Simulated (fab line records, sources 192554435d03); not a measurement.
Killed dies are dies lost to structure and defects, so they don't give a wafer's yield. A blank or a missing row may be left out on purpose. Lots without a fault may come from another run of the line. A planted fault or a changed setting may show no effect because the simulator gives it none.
Chamber matching | flow n5_finfet | N5_FIN_SAQP_PECVD_06 on pecvd-04: 3 sister chambers
The step deposits a-Si from SiH4/He, target thk 60 nm, time 48.1 s. 3 wafers are shown with their chamber, then 8 later ones without.

WAFERS WITH THEIR CHAMBER
wafer  | chamber | showerhead_plenum_p_Torr (Torr)
L085.5 | 1       | 5.73
L085.6 | 2       | 5.60
L086.1 | 0       | 5.71

WAFERS WITHOUT THEIR CHAMBER
wafer  | showerhead_plenum_p_Torr (Torr)
L086.3 | 5.71
L086.4 | 5.59
L088.1 | 5.70
L088.2 | 5.70
L088.6 | 5.59
L092.1 | 5.73
L092.2 | 5.70
L092.6 | 5.61

WHICH CHAMBER EACH WENT THROUGH
wafer  | from the rows above | in truth
L086.3 | 0                   | 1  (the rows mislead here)
L086.4 | 2                   | 2
L088.1 | 0                   | 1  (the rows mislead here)
L088.2 | 0                   | 0
L088.6 | 2                   | 2
L092.1 | 1                   | 1
L092.2 | 0                   | 0
L092.6 | 2                   | 2
Placed correctly: 6 of 8. Can't be placed from these rows: 0. Placed wrongly: 2.
How it was worked out, from the rows above alone: a wafer's distance from a chamber is the root of the sum, over the readings, of the square of ((its reading less the chamber's mean) divided by the reading's scatter). The wafer belongs to the nearest chamber; if the next one is less than 2 further off, it can't be placed. A chamber's mean is the mean of its shown wafers. The scatter: with one shown wafer a chamber, the root of the mean of the squares of how far each hidden wafer lies from its nearest shown one.
